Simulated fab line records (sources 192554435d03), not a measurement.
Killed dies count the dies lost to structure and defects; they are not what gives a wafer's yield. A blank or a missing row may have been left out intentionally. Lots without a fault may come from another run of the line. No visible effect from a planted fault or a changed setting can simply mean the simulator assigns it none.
Comparing a struck lot with a sound one    flow n5_finfet    29 steps out of a route of 1938
Sound: the wafers L495.1, L495.5, L495.6. Struck: wafers L505.1, L505.2, L505.3. At the end, the cause is stated.
At each step with rows: each side's tool, then ch and its chambers, then its first start. Under that, the readings that differ: sound wafers    struck wafers    difference of the means    sigmas: that difference in standard deviations of wafers without a fault.
alike: words and numbers the same on both sides, and readings whose means are apart by under 2 such deviations; not compared: readings that were withheld, readings missing a value for some wafer, numbers with overlapping values and no deviation given by the record, and bounds like >300 which may hide the same value.
Wherever a step has rows on one side only, a row that says differs or no value, or a row with sigmas, the two part there. Numbers that have no deviation but don't overlap get no sigmas and don't part them. Lack of a reading on every wafer of one side parts them only where that side has two or more wafers.

first, 3 steps without rows for these wafers: N5_BEOL_M14_ETCH_59 (etches BARC in N2/H2, target depth 89 nm, overetch 26.7 nm, time 67.9 s); N5_BEOL_M14_VIA_ETCH_16 (etches SiO2 in C4F8/O2/Ar, target depth 1231.3 nm); N5_BEOL_M14_STRIP_63 (strips in O2).
N5_BEOL_M14_STRIP_64: strips in O2.
  sound: rie_diel-04 ch 0,1,2; struck: rie_diel-02 ch 0,2
  alike: chamber_pressure_mTorr, drypump_motor_current_A, oes_product_au, rf_vpp_V, showerhead_plenum_p_Torr, throttle_valve_pct
  not compared: rf_hours_counter_h
then, 2 steps without rows for these wafers: N5_BEOL_M14_STRIP_71 (strips in post etch residue remover, time 60 s); N5_BEOL_M14_SRD_72 (time 30 s, dry time 30 s).
N5_BEOL_M14_CD_MEAS_17: target cd 250 nm.
  struck on cd_sem-01, day 15 18:26; sound on cd_sem-02, day 12 18:41
  alike: cd_nm
then, 5 steps without rows for these wafers: N5_BEOL_M14_COAT_65 (time 60 s, resist thk 450 nm); N5_BEOL_M14_COAT_66 (time 60 s, resist thk 110 nm); N5_BEOL_M14_COAT_22 (resist thk 300 nm); N5_BEOL_M14_EBR_24; N5_BEOL_M14_SOFTBAKE_23 (time 60 s).
N5_BEOL_M14_EXPOSE_25: exposes mask M14, target cd 280 nm.
  sound on krf_scanner-02 ch 0, day 12 18:58; struck on krf_scanner-02 ch 0, day 15 18:36
reading               sound                 struck                difference  sigmas
exposure_dose_mJ_cm2  26.645 26.623 26.597  26.409 26.451 26.415  -0.197      -8
  alike: mask
then, 3 steps without rows for these wafers: N5_BEOL_M14_PEB_26 (peb time 90 s); N5_BEOL_M14_DEVELOP_27 (develop time 45 s); N5_BEOL_M14_HARDBAKE_32 (time 120 s).
N5_BEOL_M14_CD_MEAS_28: target cd 284.4 nm.
  sound on cd_sem-01 ch 0, day 12 19:08; struck on cd_sem-01 ch 0, day 15 18:46
reading     sound              struck             difference  sigmas
cd_nm (nm)  286.6 281.8 285.9  290.1 287.1 294.2  +5.7        +3
N5_BEOL_M14_OVL_MEAS_29:
  sound on overlay-02 ch 0, day 12 19:10; struck on overlay-02 ch 0, day 15 18:48
  alike: M14_OVL
N5_BEOL_M14_INSPECT_30: inspects for defects (macro).
  struck on defect_inspect-02, day 15 18:50; sound on defect_inspect-02, day 12 19:12
  alike: raw_defect_count
N5_BEOL_M14_DESCUM_33: chemistry O2, time 7.9 s.
  sound on rie_diel-02 ch 0,1,2, day 12 19:20; struck on rie_diel-02 ch 0,2, day 15 18:52
reading                    sound            struck           difference  sigmas
model.BEOL_M14.cd_nm (nm)  286.4 282 285.8  290 286.8 294.4  +6          
  alike: bias_power_w, chamber_pressure_mTorr, drypump_motor_current_A, oes_product_au, rf_vpp_V, showerhead_plenum_p_Torr, throttle_valve_pct
  not compared: rf_hours_counter_h
N5_BEOL_M14_ETCH_67: etches SiARC in CF4, target depth 143 nm, time 238.3 s.
  sound on rie_diel-02 ch 0,1,2, day 12 19:22; struck on rie_diel-02 ch 0,2, day 15 18:55
  alike: chamber_pressure_mTorr, drypump_motor_current_A, etch_rf_on_time_s, oes_product_au, rf_vpp_V, showerhead_plenum_p_Torr, throttle_valve_pct
  not compared: rf_hours_counter_h
N5_BEOL_M14_ETCH_68: etches SOC in N2/H2, time 450 s.
  sound on rie_diel-02 ch 0,1,2, day 12 19:31; struck on rie_diel-02 ch 0,2, day 15 19:08
  alike: chamber_pressure_mTorr, drypump_motor_current_A, oes_product_au, rf_vpp_V, showerhead_plenum_p_Torr, throttle_valve_pct
  not compared: rf_hours_counter_h
then, 1 step without rows for these wafers: N5_BEOL_M14_STRIP_69 (strips in N2/H2).
N5_BEOL_M14_TRENCH_ETCH_34: etches SiO2 in C4F8/O2/Ar, target depth 556.65 nm, time 126.9 s.
  sound on rie_diel-02 ch 0,1,2, day 12 19:47; struck on rie_diel-02 ch 0,2, day 15 19:32
  alike: chamber_pressure_mTorr, drypump_motor_current_A, oes_product_au, rf_vpp_V, showerhead_plenum_p_Torr, throttle_valve_pct
  not compared: rf_hours_counter_h
then, 1 step without rows for these wafers: N5_BEOL_M14_STRIP_70 (strips in C4F8/O2/Ar).
N5_BEOL_M14_OCD_MEAS_35:
  struck on ocd-01, day 15 19:46; sound on ocd-01, day 12 19:56
  alike: trench_depth_nm
N5_BEOL_M14_STRIP_37: strips in O2.
  sound on rie_diel-01 ch 0,1,2, day 12 20:03; struck on rie_diel-04 ch 0,1,3, day 15 21:52
  alike: chamber_pressure_mTorr, drypump_motor_current_A, oes_product_au, rf_vpp_V, showerhead_plenum_p_Torr, throttle_valve_pct
  not compared: rf_hours_counter_h
N5_BEOL_M14_ETCH_38: etches SiCN in CF4/N2, target depth 106.5 nm, time 120.6 s.
  sound: rie_diel-01 ch 0,1,2; struck: rie_diel-04 ch 0,1,3
  alike: chamber_pressure_mTorr, drypump_motor_current_A, oes_product_au, rf_vpp_V, showerhead_plenum_p_Torr, throttle_valve_pct
  not compared: rf_hours_counter_h, model.BEOL_M14.cd_nm
then, 1 step without rows for these wafers: N5_BEOL_M14_PRECLEAN_39 (cleans in residue remover, time 60 s).

WHERE THEY PART
First at N5_BEOL_M14_EXPOSE_25; last, within this record, at N5_BEOL_M14_CD_MEAS_28. Later steps at which nothing parts them and some readings are alike: N5_BEOL_M14_OVL_MEAS_29, N5_BEOL_M14_INSPECT_30, N5_BEOL_M14_DESCUM_33, N5_BEOL_M14_ETCH_67, N5_BEOL_M14_ETCH_68, N5_BEOL_M14_TRENCH_ETCH_34, N5_BEOL_M14_OCD_MEAS_35, N5_BEOL_M14_STRIP_37, N5_BEOL_M14_ETCH_38.

WHY: what the simulator had put in
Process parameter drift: krf_scanner-02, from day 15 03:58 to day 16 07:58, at N5_BEOL_M14_EXPOSE_25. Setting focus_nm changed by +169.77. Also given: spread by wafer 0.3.
